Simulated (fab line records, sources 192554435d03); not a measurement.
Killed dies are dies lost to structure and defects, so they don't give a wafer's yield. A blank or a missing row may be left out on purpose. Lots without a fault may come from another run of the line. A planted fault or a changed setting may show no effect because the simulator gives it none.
A struck lot beside a sound one | flow n5_finfet | 36 steps out of a route of 1938
Sound: wafers L781.2, L781.3, L781.6. Struck: wafers L788.1, L788.3, L788.5. The cause comes at the end.
At each step with rows: each side's tool, then ch and its chambers, then its first start. Under that, the readings that differ: sound wafers | struck wafers | difference of the means | sigmas: that difference in standard deviations of wafers without a fault.
alike: readings whose means differ by less than 2 such deviations, and words and numbers that are the same on both sides. not compared: withheld readings, readings that some wafer has no value for, bounds like >300 that may hide the same value, and numbers for which the record gives no deviation and whose values overlap.
The two part at a step that has a row with sigmas, a row that says differs or no value, or rows on one side only. Numbers that don't overlap but have no deviation are shown without sigmas and don't part them. A reading that every wafer of one side lacks parts them only if that side has two wafers or more.

first, 10 steps without rows for these wafers: N5_MOL_CONTACT_COAG_ETCH_48 (etches SiOC in C4F6/O2, target depth 15 nm, overetch 4.5 nm, time 17 s); N5_MOL_CONTACT_COAG_STRIP_72 (strips in N2/H2); N5_MOL_CONTACT_COAG_STRIP_49 (strips in N2/H2, time 30 s); N5_MOL_CONTACT_COAG_PRECLEAN_138 (cleans in alkaline clean, time 60 s); N5_MOL_CONTACT_COAG_SRD_139 (time 30 s); N5_MOL_CONTACT_COAG_PRE_CLEAN_121; N5_MOL_CONTACT_COAG_CVD_140 (deposits W, target thk 66.5 nm, time 215 s); N5_MOL_CONTACT_COAG_PRECLEAN_127 (cleans in DIW, time 57.5 s); N5_MOL_CONTACT_COAG_SRD_128 (dry time 32 s); N5_MOL_CONTACT_COAG_CMP_52 (polishes, stops on SiO2, t overpolish 1.5 s, target thk 66.5 nm).
N5_MOL_CONTACT_COAG_ANNEAL_112: time 1800 s.
  sound on hp_anneal-01 ch 0, day 6 01:19; struck on hp_anneal-01, day 7 17:40
  no value came back on the struck wafers for pressure_atm, spike_tc_bottom_C (C), wafer_temp_C_max, zone_power_top_pct (%); on the sound wafers pressure_atm reads 9.962 9.999 9.999
then, 23 steps without rows for these wafers: N5_BEOL_M0_SAQP_PECVD_00 (deposits SiCN from 3MS/NH3, target thk 8 nm, time 14 s); N5_BEOL_M0_SAQP_ILD_DEP_01 (deposits SiOC from DEMS/O2, target thk 45.419 nm, time 8.7 s); N5_BEOL_M0_SAQP_HM_DEP_02 (deposits TiN, target thk 12 nm); N5_BEOL_M0_SAQP_PECVD_03 (deposits SiCN from 3MS/NH3, target thk 12 nm, time 21.1 s); N5_BEOL_M0_SAQP_PECVD_96 (deposits a-Si from SiH4/He, target thk 45 nm, time 45.2 s); N5_BEOL_M0_SAQP_PECVD_97 (deposits SiNx from SiH4/NH3/N2, target thk 23 nm, time 19.9 s); N5_BEOL_M0_SAQP_PECVD_04 (deposits a-Si from SiH4/He, target thk 60 nm, time 60.2 s); N5_BEOL_M0_SAQP_HM_DEP_111 (deposits SiO2 from SiH4/N2O, target thk 12 nm, time 7.2 s); N5_BEOL_M0_SAQP_COAT_81 (time 60 s, resist thk 100 nm); N5_BEOL_M0_SAQP_COAT_82 (time 60 s, resist thk 30 nm); N5_BEOL_M0_SAQP_COAT_08 (resist thk 90 nm); N5_BEOL_M0_SAQP_EBR_10; N5_BEOL_M0_SAQP_SOFTBAKE_09 (time 60 s); N5_BEOL_M0_SAQP_EXPOSE_11 (exposes mask M0 CORE, target cd 42 nm); N5_BEOL_M0_SAQP_PEB_12 (peb time 60 s); N5_BEOL_M0_SAQP_DEVELOP_13 (develop time 30 s); N5_BEOL_M0_SAQP_DESCUM_19 (chemistry O2, time 7.9 s); N5_BEOL_M0_SAQP_ETCH_83 (etches SiARC in CF4, target depth 39 nm, time 65 s); N5_BEOL_M0_SAQP_ETCH_84 (etches SOC in N2/H2, target depth 100 nm, overetch 20 nm, time 150 s); N5_BEOL_M0_SAQP_STRIP_80 (strips in N2/H2); N5_BEOL_M0_SAQP_HM_OPEN_112 (chemistry CHF3/O2, target SiO2, stops on a-Si, target depth 12 nm, time 13.5 s); N5_BEOL_M0_SAQP_STRIP_113 (strips in CHF3/O2); N5_BEOL_M0_SAQP_MANDREL_ETCH_20 (etches a-Si in HBr/Cl2, stops on SiNx, target depth 60 nm, bt time 10 s, time 30 s).
-- the record jumps here: 5 days lie between the struck wafers' starts before and after (it left off in module BEOL_M0_SAQP and takes up again in module BEOL_M4, whose first step shown is number 1111 of the route) --
N5_BEOL_M4_RC_MEAS_101:
  sound on prober-02 ch 0, day 10 08:08; struck on prober-01 ch 0, day 12 12:52
  reading             | sound                      | struck                     | difference | sigmas
  IOFF_N_LONG (nA/um) | 5.29e-05 5.35e-05 5.36e-05 | 8.1e-05 7.8e-05 7.61e-05   | +2.5e-05   | +12
  IOFF_P (nA/um)      | 0.207 0.195 0.219          | 0.153 0.137 0.119          | -0.071     | -2
  IOFF_P_85C (nA/um)  | 3.6 3.3 3.7                | 2.7 2.5 2.2                | -1.1       | -3
  IOFF_P_LIN (nA/um)  | 0.096 0.092 0.100          | 0.070 0.063 0.058          | -0.032     | -3
  IOFF_P_LONG (nA/um) | 9.6e-05 9.4e-05 9.6e-05    | 0.000153 0.000151 0.000154 | +0.000057  | +7
  ION_N (uA/um)       | 657 669 673                | 638 619 606                | -45        | -4
  ION_P (uA/um)       | 454 455 456                | 398 390 390                | -62        | -9
  SS_N (mV/dec)       | 70.9 71.6 71.3             | 75.6 75.3 74.1             | +3.7       | +6
  SS_P (mV/dec)       | 72.7 73.1 73.2             | 80.9 80.2 80.0             | +7.4       | +12
  VT_N (mV)           | 251 248 247                | 263 267 269                | +18        | +6
  VT_N_LONG (mV)      | 277.8 278.3 278.6          | 288.1 292.0 292.0          | +12.5      | +6
  VT_N_LVT (mV)       | 100 97 97                  | 111 115 118                | +17        | +5
  VT_P (mV)           | -250 -253 -250             | -280 -285 -286             | -33        | -10
  VT_P_LONG (mV)      | -277.8 -279.9 -281.0       | -309.3 -308.2 -311.9       | -30.2      | -12
  VT_P_LVT (mV)       | -99.8 -99.2 -98.2          | -130.1 -132.3 -131.9       | -32.4      | -14
  alike: DIBL_N, DIBL_P, IOFF_N
-- the record jumps here: 4 days lie between the struck wafers' starts before and after (it left off in module BEOL_M4 and takes up again in module PASSIVATION, whose first step shown is number 1936 of the route) --
N5_PASSIVATION_PROBE_49:
  the record has rows for the struck wafers here (prober-01, day 16 21:23) and none for the sound ones

WHERE THEY PART
First at N5_MOL_CONTACT_COAG_ANNEAL_112; last, within this record, at N5_PASSIVATION_PROBE_49.

WHY: what the simulator had put in
Skipped step whole: hp_anneal-01, from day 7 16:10 on, at N5_MOL_CONTACT_COAG_ANNEAL_112. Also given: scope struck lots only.
